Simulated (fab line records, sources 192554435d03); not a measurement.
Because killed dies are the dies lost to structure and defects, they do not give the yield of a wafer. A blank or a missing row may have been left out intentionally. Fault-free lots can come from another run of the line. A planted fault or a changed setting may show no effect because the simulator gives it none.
fab line records | flow n5Finfet | part 1 of 2: steps 1 to 24 of 30
record lots=5 | wafers=15 | lastDay=16
route steps=1938 shown GATE_CUT@507 MOL_CONTACT_COAG@517
lots that met no fault: from a run of the same line without faults
startH: hours from the record's opening day to when the first of the lot's shown wafers began | waitH: time in hours since the lot's previous step | " identical to the entry in the row above | L1.1+2: a row that stands for several wafers | - no value, or no start was given | * or withheld: withheld | < > ~ a bound
route shown NAME@n: names a module that has steps shown in the file, with the first one's number in the route | usual: mean/standard deviation of fault-free wafers | same: alike in all rows | chamber/n: place in a boat | sites: per-site readings | _std_site: standard deviation of those values | _edge_site: mean of outer sites minus mean of inner sites | radiusMm: how far each site lies from the wafer's centre | mask NAME#n: copy n | behind: the last tool/chamber to shape the wafer | hold: what put the lot on hold/how long, in hours/how the hold closed | device: transistor that didn't switch, given as n, p or np | end of line: the same wafers' tests at the end of the route | step lacking rows: just its recipe | killed: count of dies lost to structure and defects at first sort (not the wafer's yield) | map: shows each die of a wafer: x if killed, . if not, _ if none is there
set.NAME: the setting as run; set.NAME@STEP: as run at that earlier step | model.NAME: the simulator's own value behind a step, which no gauge read
lots seen at some steps along the route; tables by step, rows by wafer
services: the hour from which a tool's chamber was out of use, counted from the record's first day as startH (under 0 if before that day), plus the number of hours and why
## steps
# step N5_GATE_CUT_STRIP_21
# recipe chemistry=N2/H2 | timeS=30 | powerW=1000 | tempC=250 | pressureMtorr=withheld | n2FlowSccm=1750 | h2FlowSccm=3250
# usual drypumpMotorCurrentA=5.61/0.28 | heaterPowerW=326/28 | tempC=250.01/0.18
lot.wafer | tool           | chamber | startH | waitH | drypumpMotorCurrentA | heaterPowerW | rfHoursCounterH | tempC
L077.1    | plasmaAsher-02 | 1       | 100.76 | 0.0   | 5.35                 | 354          | 41              | 249.99
L077.2    | "              | 0       | "      | "     | 5.35                 | 348          | 41              | 250.29
L077.4    | "              | 1       | "      | "     | 5.34                 | 361          | -               | 249.84
L081.2    | plasmaAsher-02 | 1       | 127.77 | 0.0   | 5.35                 | 364          | 45              | 250.16
L081.4    | "              | 0       | "      | "     | 5.37                 | 350          | -               | 249.80
L081.5    | "              | 0       | "      | "     | 5.37                 | 337          | -               | 249.71
L086.2    | plasmaAsher-01 | 0       | 163.71 | 0.0   | 5.74                 | 303          | 88              | 249.59
L086.3    | "              | 0       | "      | "     | 5.71                 | 307          | -               | 249.77
L086.5    | "              | 1       | "      | "     | 6.04                 | 291          | -               | 249.82
L087.2    | plasmaAsher-02 | 0       | 167.42 | 0.0   | 5.35                 | 346          | 53              | 250.07
L087.3    | "              | 0       | "      | "     | 5.35                 | 338          | -               | 250.32
L087.6    | "              | 0       | "      | "     | 5.37                 | 354          | -               | 249.98
L092.3    | plasmaAsher-02 | 0       | 200.56 | 0.1   | 5.37                 | 341          | -               | 250.20
L092.4    | "              | 1       | "      | "     | 5.35                 | 359          | -               | 250.18
L092.5    | "              | 1       | "      | "     | 5.36                 | 356          | -               | 249.94
# step N5_GATE_CUT_STRIP_29
# recipe chemistry=postEtchResidueRemover | timeS=60 | tempC=25 | removerPh=withheld | removerWaterWtPct=withheld | removerFluorideWtPct=withheld
# usual tempC=25.00/0.11
lot.wafer | tool        | chamber | startH | waitH | tempC
L077.1    | wetBench-02 | 6       | 100.85 | 0.1   | 24.94
L077.2    | "           | 5       | "      | "     | 25.18
L077.4    | "           | 2       | "      | "     | 25.01
L081.2    | wetBench-05 | 5       | 127.86 | 0.1   | 24.99
L081.4    | "           | 2       | "      | "     | 24.95
L081.5    | "           | 1       | "      | "     | 24.97
L086.2    | wetBench-05 | 3       | 163.80 | 0.1   | 25.01
L086.3    | "           | 6       | "      | "     | 25.05
L086.5    | "           | 2       | "      | "     | 24.76
L087.2    | wetBench-02 | 3       | 167.50 | 0.1   | 25.11
L087.3    | "           | 5       | "      | "     | 24.88
L087.6    | "           | 2       | "      | "     | 24.83
L092.3    | wetBench-04 | 0       | 200.63 | 0.0   | 24.86
L092.4    | "           | 1       | "      | "     | 24.99
L092.5    | "           | 3       | "      | "     | 25.07
# step N5_GATE_CUT_SRD_52
# recipe dry=ipaMarangoni | timeS=30 | tempC=23 | rinseLiquid=diw
# usual tempC=23.00/0.11
lot.wafer | tool        | chamber | startH | waitH | tempC
L077.1    | wetBench-02 | 6       | 100.87 | 0.0   | 22.96
L077.2    | "           | 5       | "      | "     | 22.85
L077.4    | "           | 2       | "      | "     | 22.82
L081.2    | wetBench-05 | 5       | 127.87 | 0.0   | 23.03
L081.4    | "           | 2       | "      | "     | 23.10
L081.5    | "           | 1       | "      | "     | 23.13
L086.2    | wetBench-05 | 3       | 163.82 | 0.0   | 22.78
L086.3    | "           | 6       | "      | "     | 23.01
L086.5    | "           | 2       | "      | "     | 22.95
L087.2    | wetBench-02 | 3       | 167.53 | 0.0   | 22.83
L087.3    | "           | 5       | "      | "     | 23.06
L087.6    | "           | 2       | "      | "     | 22.78
L092.3    | wetBench-04 | 0       | 200.65 | 0.0   | 22.95
L092.4    | "           | 1       | "      | "     | 22.97
L092.5    | "           | 3       | "      | "     | 23.10
# step N5_GATE_CUT_ALD_22
# recipe material=SiNx | targetThkA=160 | tempC=400 | aldPrecursorFamily=SiH2I2 | aldCoReactant=N2/H2-plasma | pulseTimeS=1 | aldCycles=320 | purgeTimeS=2 | coReactantPurgeTimeS=2 | pressureTorr=2
# usual heaterPowerOuterW=524/45 | heaterPowerW=843/69 | precursorPulseHeightRel=1.000/0.022
lot.wafer | tool      | chamber | startH | waitH | heaterPowerOuterW | heaterPowerW | precursorPulseHeightRel
L077.1    | aldSin-03 | 0       | 101.14 | 0.3   | 526               | 839          | 1.025
L077.2    | "         | 3       | "      | "     | 510               | 827          | 0.992
L077.4    | "         | 1       | "      | "     | 619               | 977          | 1.010
L081.2    | aldSin-04 | 3       | 128.21 | 0.3   | 554               | 907          | 0.997
L081.4    | "         | 1       | "      | "     | 465               | 813          | 0.976
L081.5    | "         | 1       | "      | "     | 464               | 821          | 1.001
L086.2    | aldSin-04 | 3       | 164.69 | 0.9   | 564               | 931          | 1.002
L086.3    | "         | 1       | "      | "     | 463               | 809          | 1.005
L086.5    | "         | 1       | "      | "     | 466               | 808          | 1.009
L087.2    | aldSin-03 | 0       | 167.57 | 0.0   | 543               | 835          | 0.970
L087.3    | "         | 1       | "      | "     | 618               | 986          | 1.013
L087.6    | "         | 2       | "      | "     | 552               | 921          | 0.959
L092.3    | aldSin-03 | 3       | 200.69 | 0.0   | 519               | 840          | 0.961
L092.4    | "         | 2       | "      | "     | 527               | 873          | 0.984
L092.5    | "         | 1       | "      | "     | 590               | 934          | 0.979
# step N5_GATE_CUT_CMP_23
# recipe stopOn=SiO2 | tOverpolishS=23.4 | postCmpClean=alkalineBrush | downForcePsi=2.5 | platenRpm=51.8 | padVelocityMS=1.0307 | targetThkNm=16
# usual motorCurrentA=9.4/0.86 | overpolishRunS=23.399/0.0085 | platenRpm=51.80/0.033 | timeToEndpointS=19.8/2.4
lot.wafer | tool   | chamber | startH | waitH | motorCurrentA | overpolishRunS | platenRpm | timeToEndpointS
L077.4    | cmp-04 | 3       | 102.67 | 0.8   | 8.3           | 23.403         | 51.83     | 17.1
L077.2    | "      | 0       | "      | "     | 9.7           | 23.408         | 51.82     | 22.6
L077.1    | "      | 1       | "      | "     | 10.4          | 23.394         | 51.78     | 20.3
L081.2    | cmp-04 | 3       | 129.73 | 0.8   | 8.5           | 23.421         | 51.76     | 16.5
L081.4    | "      | 0       | "      | "     | 10.0          | 23.409         | 51.78     | 19.5
L081.5    | "      | 2       | "      | "     | 10.7          | 23.390         | 51.79     | 19.9
L086.3    | cmp-01 | 0       | 166.18 | 0.8   | 8.3           | 23.402         | 51.80     | 19.1
L086.2    | "      | 1       | "      | "     | 8.3           | 23.397         | 51.82     | 18.9
L086.5    | "      | 1       | "      | "     | 8.1           | 23.396         | 51.83     | 20.5
L087.2    | cmp-04 | 2       | 169.10 | 0.8   | 10.5          | 23.398         | 51.77     | 21.5
L087.3    | "      | 0       | "      | "     | 9.6           | 23.394         | 51.78     | 22.9
L087.6    | "      | 2       | "      | "     | 10.8          | 23.392         | 51.71     | 20.6
L092.4    | cmp-04 | 0       | 202.18 | 0.8   | 9.9           | 23.408         | 51.77     | 21.7
L092.3    | "      | 3       | "      | "     | 8.9           | 23.402         | 51.82     | 16.6
L092.5    | "      | 1       | "      | "     | 10.7          | 23.394         | 51.83     | 21.3
# step N5_GATE_CUT_THK_MEAS_24
# recipe reads=SiO2_of_GATE_CUT_HM_DEP_46+SiO2_flowable_of_ILD0_FCVD_FILL_01
# usual GC_FILL_THK=219.7/1.9
lot.wafer | tool         | chamber | startH | waitH | GC_FILL_THK[nm]
L077.1    | filmMetro-01 | -       | 102.93 | -     | 219.0
L077.2    | "            | -       | "      | "     | 216.4
L077.4    | "            | -       | "      | "     | 220.1
L081.2    | filmMetro-01 | -       | 129.99 | -     | 220.5
L081.4    | "            | -       | "      | "     | 221.1
L081.5    | "            | -       | "      | "     | 220.7
L086.2    | filmMetro-02 | -       | 166.48 | -     | 216.8
L086.3    | "            | -       | "      | "     | 219.5
L086.5    | "            | -       | "      | "     | 216.8
L087.2    | filmMetro-01 | -       | 169.36 | -     | 218.8
L087.3    | "            | -       | "      | "     | 219.4
L087.6    | "            | -       | "      | "     | 220.1
L092.3    | filmMetro-01 | -       | 202.48 | -     | 220.0
L092.4    | "            | -       | "      | "     | 220.6
L092.5    | "            | -       | "      | "     | 221.1
# step N5_GATE_CUT_CMP_43
# recipe material=SiO2 | postCmpClean=rinseOnly
# usual motorCurrentA=12.0/0.85
lot.wafer | tool   | chamber | startH | waitH | motorCurrentA
L077.2    | cmp-02 | 2       | 102.96 | 0.0   | 11.9
L077.4    | "      | 3       | "      | "     | 11.5
L077.1    | "      | 0       | "      | "     | 12.8
L081.2    | cmp-04 | 1       | 130.18 | 0.2   | 14.1
L081.4    | "      | 2       | "      | "     | 13.9
L081.5    | "      | 3       | "      | "     | 11.3
L086.2    | cmp-02 | 3       | 166.58 | 0.1   | 11.3
L086.3    | "      | 1       | "      | "     | 11.6
L086.5    | "      | 2       | "      | "     | 11.5
L087.2    | cmp-01 | 1       | 169.45 | 0.1   | 11.6
L087.3    | "      | 0       | "      | "     | 11.0
L087.6    | "      | 1       | "      | "     | 11.6
L092.4    | cmp-02 | 1       | 202.59 | 0.1   | 11.9
L092.3    | "      | 3       | "      | "     | 11.3
L092.5    | "      | 1       | "      | "     | 12.0
# step N5_GATE_CUT_CMP_61
# recipe stopOn=SiNx | tOverpolishS=3 | postCmpClean=alkalineBrush | downForcePsi=4 | platenRpm=27.09 | padVelocityMS=0.539
# usual motorCurrentA=12.0/0.84 | platenRpm=27.089/0.017
lot.wafer | tool   | chamber | startH | waitH | motorCurrentA | platenRpm
L077.2    | cmp-02 | 2       | 103.44 | 0.4   | 11.4          | 27.069
L077.4    | "      | 3       | "      | "     | 10.9          | 27.088
L077.1    | "      | 0       | "      | "     | 12.7          | 27.080
L081.2    | cmp-04 | 1       | 130.56 | 0.3   | 14.6          | 27.072
L081.4    | "      | 2       | "      | "     | 13.3          | 27.103
L081.5    | "      | 3       | "      | "     | 11.4          | 27.073
L086.2    | cmp-02 | 3       | 167.01 | 0.3   | 11.4          | 27.079
L086.3    | "      | 1       | "      | "     | 12.5          | 27.102
L086.5    | "      | 2       | "      | "     | 11.7          | 27.053
L087.2    | cmp-01 | 1       | 169.93 | 0.4   | 11.1          | 27.107
L087.3    | "      | 0       | "      | "     | 10.6          | 27.083
L087.6    | "      | 1       | "      | "     | 11.5          | 27.117
L092.4    | cmp-02 | 1       | 203.02 | 0.3   | 12.4          | 27.063
L092.3    | "      | 3       | "      | "     | 11.2          | 27.081
L092.5    | "      | 1       | "      | "     | 12.0          | 27.089
# step N5_GATE_CUT_INSPECT_26
# recipe inspectInstrument=darkfield | mode=postCmp
# usual rawDefectCount=38/14
lot.wafer | tool             | chamber | startH | waitH | rawDefectCount
L077.1    | defectInspect-01 | -       | 103.67 | 0.0   | 31
L077.2    | "                | -       | "      | "     | 29
L077.4    | "                | -       | "      | "     | 44
L081.2    | defectInspect-01 | -       | 130.73 | 0.0   | 25
L081.4    | "                | -       | "      | "     | 65
L081.5    | "                | -       | "      | "     | 37
L086.2    | defectInspect-01 | -       | 167.22 | 0.0   | 26
L086.3    | "                | -       | "      | "     | 28
L086.5    | "                | -       | "      | "     | 25
L087.2    | defectInspect-01 | -       | 170.16 | 0.0   | 41
L087.3    | "                | -       | "      | "     | 22
L087.6    | "                | -       | "      | "     | 33
L092.3    | defectInspect-01 | -       | 203.22 | 0.0   | 32
L092.4    | "                | -       | "      | "     | 27
L092.5    | "                | -       | "      | "     | 38
# step N5_MOL_CONTACT_COAG_COAT_103
# recipe resist=SOC | tempC=250 | timeS=60 | spinRpm=1500 | resistThkNm=80
lot.wafer  | tool          | chamber | startH | waitH
L077.1+2+4 | lithoTrack-02 | 0       | 103.70 | 0.0
L081.2+4+5 | lithoTrack-04 | 0       | 130.76 | 0.0
L086.2+3+5 | lithoTrack-02 | 0       | 167.25 | 0.0
L087.2+3+6 | lithoTrack-01 | 0       | 170.19 | 0.0
L092.3+4+5 | lithoTrack-02 | 0       | 203.25 | 0.0
# step N5_MOL_CONTACT_COAG_COAT_104
# recipe resist=SiARC | tempC=220 | timeS=60 | spinRpm=1500 | resistThkNm=12
lot.wafer  | tool          | chamber | startH | waitH
L077.1+2+4 | lithoTrack-02 | 0       | -      | -
L081.2+4+5 | lithoTrack-04 | 0       | -      | -
L086.2+3+5 | lithoTrack-02 | 0       | -      | -
L087.2+3+6 | lithoTrack-01 | 0       | -      | -
L092.3+4+5 | lithoTrack-02 | 0       | -      | -
# step N5_MOL_CONTACT_COAG_COAT_58
# recipe resist=underlayer | tempC=205 | timeS=60 | spinRpm=1500 | resistThkNm=10
lot.wafer  | tool          | chamber | startH | waitH
L077.1+2+4 | lithoTrack-02 | 0       | -      | -
L081.2+4+5 | lithoTrack-04 | 0       | -      | -
L086.2+3+5 | lithoTrack-02 | 0       | -      | -
L087.2+3+6 | lithoTrack-01 | 0       | -      | -
L092.3+4+5 | lithoTrack-02 | 0       | -      | -
# step N5_MOL_CONTACT_COAG_COAT_02
# recipe resist=CAR-EUV | spinRpm=1500 | resistThkNm=30
lot.wafer  | tool          | chamber | startH | waitH
L077.1+2+4 | lithoTrack-02 | 0       | -      | -
L081.2+4+5 | lithoTrack-04 | 0       | -      | -
L086.2+3+5 | lithoTrack-02 | 0       | -      | -
L087.2+3+6 | lithoTrack-01 | 0       | -      | -
L092.3+4+5 | lithoTrack-02 | 0       | -      | -
# step N5_MOL_CONTACT_COAG_EBR_04
# recipe solvent=PGMEA | ebrWidthMm=1.5
lot.wafer  | tool          | chamber | startH | waitH
L077.1+2+4 | lithoTrack-02 | 0       | -      | -
L081.2+4+5 | lithoTrack-04 | 0       | -      | -
L086.2+3+5 | lithoTrack-02 | 0       | -      | -
L087.2+3+6 | lithoTrack-01 | 0       | -      | -
L092.3+4+5 | lithoTrack-02 | 0       | -      | -
# step N5_MOL_CONTACT_COAG_SOFTBAKE_03
# recipe tempC=110 | timeS=60 | resist=CAR-EUV
lot.wafer  | tool          | chamber | startH | waitH
L077.1+2+4 | lithoTrack-02 | 0       | -      | -
L081.2+4+5 | lithoTrack-04 | 0       | -      | -
L086.2+3+5 | lithoTrack-02 | 0       | -      | -
L087.2+3+6 | lithoTrack-01 | 0       | -      | -
L092.3+4+5 | lithoTrack-02 | 0       | -      | -
# step N5_MOL_CONTACT_COAG_EXPOSE_05
# recipe maskId=CA | na=0.33 | sourceShape=annular | sigmaInner=0.4 | sigmaOuter=0.8 | polarization=unpolarized | defocusNm=0 | doseMj=38.25
# usual exposureDoseMJCm2=38.4/0.31
lot.wafer | tool          | chamber | startH | waitH | mask | exposureDoseMJCm2
L077.1    | euvScanner-02 | 0       | 103.96 | -     | CA#0 | 38.1
L077.2    | "             | 0       | "      | "     | CA#0 | 38.1
L077.4    | "             | 0       | "      | "     | CA#0 | 38.2
L081.2    | euvScanner-01 | 0       | 131.03 | -     | CA#0 | 38.7
L081.4    | "             | 0       | "      | "     | CA#0 | 38.7
L081.5    | "             | 0       | "      | "     | CA#0 | 38.7
L086.2    | euvScanner-02 | 0       | 167.39 | -     | CA#0 | 38.1
L086.3    | "             | 0       | "      | "     | CA#0 | 38.0
L086.5    | "             | 0       | "      | "     | CA#0 | 38.1
L087.2    | euvScanner-02 | 0       | 170.33 | -     | CA#0 | 38.0
L087.3    | "             | 0       | "      | "     | CA#0 | 38.1
L087.6    | "             | 0       | "      | "     | CA#0 | 38.1
L092.3    | euvScanner-02 | 0       | 203.53 | -     | CA#0 | 38.1
L092.4    | "             | 0       | "      | "     | CA#0 | 38.1
L092.5    | "             | 0       | "      | "     | CA#0 | 38.1
# step N5_MOL_CONTACT_COAG_PEB_06
# recipe pebTempC=100 | pebTimeS=60 | resist=CAR-EUV
lot.wafer  | tool          | chamber | startH | waitH
L077.1+2+4 | lithoTrack-01 | 0       | 104.02 | 0.1
L081.2+4+5 | lithoTrack-01 | 0       | 131.09 | 0.0
L086.2+3+5 | lithoTrack-04 | 0       | 167.45 | 0.0
L087.2+3+6 | lithoTrack-01 | 0       | 170.39 | 0.0
L092.3+4+5 | lithoTrack-01 | 0       | 203.58 | 0.0
# step N5_MOL_CONTACT_COAG_DEVELOP_07
# recipe developTimeS=30 | developer=TMAH | resist=CAR-EUV | rinseLiquid=surfactantRinse | dry=airSpin | devTempC=23
lot.wafer  | tool          | chamber | startH | waitH
L077.1+2+4 | lithoTrack-01 | 0       | -      | -
L081.2+4+5 | lithoTrack-01 | 0       | -      | -
L086.2+3+5 | lithoTrack-04 | 0       | -      | -
L087.2+3+6 | lithoTrack-01 | 0       | -      | -
L092.3+4+5 | lithoTrack-01 | 0       | -      | -
# step N5_MOL_CONTACT_COAG_CD_MEAS_08
# recipe targetCdNm=28 | landingEnergyEv=500 | detector=seInlens | polarity=opening
# usual cdNm=28.03/0.25
lot.wafer | tool     | chamber | startH | waitH | cdNm
L077.1    | cdSem-01 | 0       | 104.09 | -     | 27.98
L077.2    | "        | 0       | "      | "     | 27.44
L077.4    | "        | 0       | "      | "     | 27.99
L081.2    | cdSem-03 | 0       | 131.15 | -     | 28.24
L081.4    | "        | 0       | "      | "     | 28.21
L081.5    | "        | 0       | "      | "     | 28.50
L086.2    | cdSem-03 | 0       | 167.51 | -     | 27.98
L086.3    | "        | 0       | "      | "     | 27.99
L086.5    | "        | 0       | "      | "     | 27.74
L087.2    | cdSem-03 | 0       | 170.46 | -     | 28.11
L087.3    | "        | 0       | "      | "     | 28.23
L087.6    | "        | 0       | "      | "     | 28.18
L092.3    | cdSem-03 | 0       | 203.65 | -     | 27.71
L092.4    | "        | 0       | "      | "     | 28.30
L092.5    | "        | 0       | "      | "     | 28.10
# step N5_MOL_CONTACT_COAG_OVL_MEAS_09
# recipe pointsPerWafer=522
# usual CA_OVL=0.3/0.83
lot.wafer | tool       | chamber | startH | waitH | CA_OVL[nm]
L077.1    | overlay-02 | 0       | 104.12 | 0.0   | -0.6
L077.2    | "          | 0       | "      | "     | -0.1
L077.4    | "          | 0       | "      | "     | 0.1
L081.2    | overlay-01 | 0       | 131.19 | 0.0   | 1.4
L081.4    | "          | 0       | "      | "     | 0.9
L081.5    | "          | 0       | "      | "     | 1.7
L086.2    | overlay-02 | 0       | 167.55 | 0.0   | 0.2
L086.3    | "          | 0       | "      | "     | 1.0
L086.5    | "          | 0       | "      | "     | 0.3
L087.2    | overlay-02 | 0       | 170.49 | 0.0   | -1.6
L087.3    | "          | 0       | "      | "     | -0.4
L087.6    | "          | 0       | "      | "     | -0.3
L092.3    | overlay-02 | 0       | 203.69 | 0.0   | 0.3
L092.4    | "          | 0       | "      | "     | 0.8
L092.5    | "          | 0       | "      | "     | 0.5
# step N5_MOL_CONTACT_COAG_INSPECT_10
# recipe mode=adi | inspectInstrument=brightfield
# usual rawDefectCount=68/23
lot.wafer | tool             | chamber | startH | waitH | rawDefectCount
L077.1    | defectInspect-01 | -       | 104.18 | 0.1   | 47
L077.2    | "                | -       | "      | "     | 36
L077.4    | "                | -       | "      | "     | 82
L081.2    | defectInspect-02 | -       | 131.24 | 0.0   | 51
L081.4    | "                | -       | "      | "     | 124
L081.5    | "                | -       | "      | "     | 66
L086.2    | defectInspect-01 | -       | 167.60 | 0.0   | 59
L086.3    | "                | -       | "      | "     | 47
L086.5    | "                | -       | "      | "     | 60
L087.2    | defectInspect-02 | -       | 170.55 | 0.0   | 85
L087.3    | "                | -       | "      | "     | 57
L087.6    | "                | -       | "      | "     | 71
L092.3    | defectInspect-01 | -       | 203.73 | 0.0   | 69
L092.4    | "                | -       | "      | "     | 57
L092.5    | "                | -       | "      | "     | 60
# step N5_MOL_CONTACT_COAG_DESCUM_13
# recipe chemistry=O2 | timeS=7 | sourcePowerW=50 | biasPowerW=20 | pressureMtorr=20 | rfFrequencyHz=2.712e+07 | tempC=40 | resist=CAR-EUV | o2FlowSccm=225
# usual drypumpMotorCurrentA=5.8/0.45 | oesProductAu=0.74/0.078 | rfVppV=243.3/1.2 | showerheadPlenumPTorr=2.10/0.073 | tempC=40.00/0.11 | throttleValvePct=20.43/0.25
lot.wafer | tool       | chamber | startH | waitH | drypumpMotorCurrentA | oesProductAu | rfHoursCounterH | rfVppV | showerheadPlenumPTorr | tempC | throttleValvePct
L077.1    | rieDiel-05 | 1       | 104.21 | 0.0   | 5.1                  | 0.72         | 195             | 244.0  | 2.18                  | 39.94 | 20.74
L077.2    | "          | 0       | "      | "     | 5.7                  | 0.72         | 194             | 245.3  | 2.19                  | 40.04 | 20.43
L077.4    | "          | 3       | "      | "     | 6.5                  | 0.72         | 176             | 243.1  | 2.17                  | 40.17 | 20.61
L081.2    | rieDiel-05 | 0       | 131.86 | 0.6   | 5.8                  | 0.72         | 205             | 243.9  | 2.18                  | 39.99 | 20.47
L081.4    | "          | 1       | "      | "     | 5.1                  | 0.71         | 207             | 244.9  | 2.18                  | 40.09 | 20.77
L081.5    | "          | 2       | "      | "     | 5.5                  | 1.02         | -               | 242.8  | 2.04                  | 39.94 | 19.99
L086.2    | rieDiel-02 | 3       | 168.05 | 0.4   | 6.0                  | 0.85         | 43              | 241.9  | 2.03                  | 39.99 | 20.40
L086.3    | "          | 2       | "      | "     | 5.7                  | 0.68         | 244             | 242.8  | 2.07                  | 40.02 | 20.76
L086.5    | "          | 1       | "      | "     | 5.4                  | 0.73         | -               | 245.8  | 2.17                  | 40.22 | 20.25
L087.2    | rieDiel-03 | 0       | 170.73 | 0.2   | 6.3                  | 0.66         | 235             | 242.6  | 2.07                  | 39.66 | 20.62
L087.3    | "          | 2       | "      | "     | 5.5                  | 0.67         | 238             | 240.8  | 2.04                  | 39.87 | 20.34
L087.6    | "          | 2       | "      | "     | 5.5                  | 0.67         | -               | 242.9  | 2.04                  | 40.00 | 20.36
L092.3    | rieDiel-03 | 0       | 204.12 | 0.4   | 6.3                  | 0.66         | 247             | 242.9  | 2.06                  | 40.09 | 20.63
L092.4    | "          | 1       | "      | "     | 6.3                  | 0.76         | -               | 244.0  | 2.10                  | 39.93 | 20.46
L092.5    | "          | 0       | "      | "     | 6.3                  | 0.66         | -               | 241.9  | 2.07                  | 39.89 | 20.64
# step N5_MOL_CONTACT_COAG_ETCH_59
# recipe chemistry=N2/H2 | target=underlayer | targetDepthA=130 | maskMaterial=CAR-EUV | timeS=10.4 | ionEnergyEv=200 | pressureMtorr=30 | sourceW=840 | biasW=150 | n2FlowSccm=200 | h2FlowSccm=200 | ends=cleared
# usual drypumpMotorCurrentA=5.8/0.45 | etchRfOnTimeS=10.30/0.22 | oesProductAu=0.63/0.061 | rfVppV=524.3/2.3 | showerheadPlenumPTorr=2.55/0.08 | throttleValvePct=17.87/0.23
lot.wafer | tool       | chamber | startH | waitH | drypumpMotorCurrentA | etchRfOnTimeS | oesProductAu | rfHoursCounterH | rfVppV | showerheadPlenumPTorr | throttleValvePct
L077.1    | rieDiel-05 | 1       | 104.25 | 0.0   | 5.1                  | 10.20         | 0.61         | 195             | 526.8  | 2.63                  | 18.00
L077.2    | "          | 0       | "      | "     | 5.8                  | 10.35         | 0.62         | 194             | 526.9  | 2.62                  | 17.72
L077.4    | "          | 3       | "      | "     | 6.5                  | 10.15         | 0.63         | 176             | 527.0  | 2.65                  | 18.22
L081.2    | rieDiel-05 | 0       | 131.89 | 0.0   | 5.8                  | 10.29         | 0.61         | 205             | 527.4  | 2.62                  | 17.73
L081.4    | "          | 1       | "      | "     | 5.1                  | 10.24         | 0.60         | 207             | 525.2  | 2.62                  | 18.03
L081.5    | "          | 2       | "      | "     | 5.5                  | 10.25         | 0.86         | -               | 524.0  | 2.49                  | 17.40
L086.2    | rieDiel-02 | 3       | 168.08 | 0.0   | 6.0                  | 10.20         | 0.74         | 43              | 524.2  | 2.47                  | 17.78
L086.3    | "          | 2       | "      | "     | 5.8                  | 10.57         | 0.59         | 244             | 522.7  | 2.49                  | 18.11
L086.5    | "          | 1       | "      | "     | 5.4                  | 10.69         | 0.62         | -               | 526.7  | 2.65                  | 17.82
L087.2    | rieDiel-03 | 0       | 170.77 | 0.0   | 6.3                  | 10.56         | 0.58         | 235             | 523.0  | 2.51                  | 17.97
L087.3    | "          | 2       | "      | "     | 5.5                  | 10.06         | 0.59         | 238             | 521.6  | 2.49                  | 17.86
L087.6    | "          | 2       | "      | "     | 5.5                  | 9.96          | 0.58         | -               | 523.4  | 2.49                  | 17.86
L092.3    | rieDiel-03 | 0       | 204.15 | 0.0   | 6.3                  | 10.48         | 0.57         | 247             | 522.1  | 2.50                  | 18.01
L092.4    | "          | 1       | "      | "     | 6.3                  | 10.48         | 0.66         | -               | 524.1  | 2.54                  | 17.76
L092.5    | "          | 0       | "      | "     | 6.3                  | 10.46         | 0.57         | -               | 524.0  | 2.50                  | 17.99
# step N5_MOL_CONTACT_COAG_ETCH_105
# recipe chemistry=CF4 | target=SiARC | targetDepthA=156 | maskMaterial=CAR-EUV | timeS=26 | ionEnergyEv=80 | pressureMtorr=40 | sourceW=545 | biasW=36 | Ar_flow_sccm=100 | cf4FlowSccm=100 | ends=cleared
# usual drypumpMotorCurrentA=5.8/0.45 | etchRfOnTimeS=25.8/0.61 | oesProductAu=0.63/0.06 | rfVppV=184.2/1.1 | showerheadPlenumPTorr=2.15/0.061 | throttleValvePct=15.64/0.2
lot.wafer | tool       | chamber | startH | waitH | drypumpMotorCurrentA | etchRfOnTimeS | oesProductAu | rfHoursCounterH | rfVppV | showerheadPlenumPTorr | throttleValvePct
L077.1    | rieDiel-05 | 1       | 104.27 | 0.0   | 5.1                  | 25.3          | 0.61         | 195             | 184.3  | 2.20                  | 15.82
L077.2    | "          | 0       | "      | "     | 5.8                  | 25.9          | 0.62         | 194             | 185.0  | 2.21                  | 15.50
L077.4    | "          | 3       | "      | "     | 6.5                  | 25.4          | 0.62         | 176             | 184.7  | 2.21                  | 15.82
L081.2    | rieDiel-05 | 0       | 131.91 | 0.0   | 5.8                  | 25.9          | 0.62         | 205             | 185.7  | 2.21                  | 15.54
L081.4    | "          | 1       | "      | "     | 5.1                  | 25.5          | 0.61         | 207             | 185.5  | 2.20                  | 15.85
L081.5    | "          | 2       | "      | "     | 5.5                  | 26.2          | 0.84         | -               | 184.0  | 2.10                  | 15.20
L086.2    | rieDiel-02 | 3       | 168.10 | 0.0   | 6.0                  | 25.3          | 0.74         | 43              | 182.6  | 2.08                  | 15.56
L086.3    | "          | 2       | "      | "     | 5.8                  | 26.7          | 0.59         | 244             | 184.9  | 2.11                  | 15.92
L086.5    | "          | 1       | "      | "     | 5.4                  | 26.8          | 0.62         | -               | 185.2  | 2.22                  | 15.48
L087.2    | rieDiel-03 | 0       | 170.79 | 0.0   | 6.3                  | 26.5          | 0.57         | 235             | 184.3  | 2.11                  | 15.84
L087.3    | "          | 2       | "      | "     | 5.5                  | 25.1          | 0.59         | 238             | 185.0  | 2.11                  | 15.69
L087.6    | "          | 2       | "      | "     | 5.5                  | 25.2          | 0.58         | -               | 184.1  | 2.11                  | 15.69
L092.3    | rieDiel-03 | 0       | 204.17 | 0.0   | 6.3                  | 26.6          | 0.57         | 247             | 183.6  | 2.11                  | 15.87
L092.4    | "          | 1       | "      | "     | 6.3                  | 26.3          | 0.66         | -               | 183.6  | 2.14                  | 15.60
L092.5    | "          | 0       | "      | "     | 6.3                  | 26.6          | 0.56         | -               | 183.8  | 2.11                  | 15.86
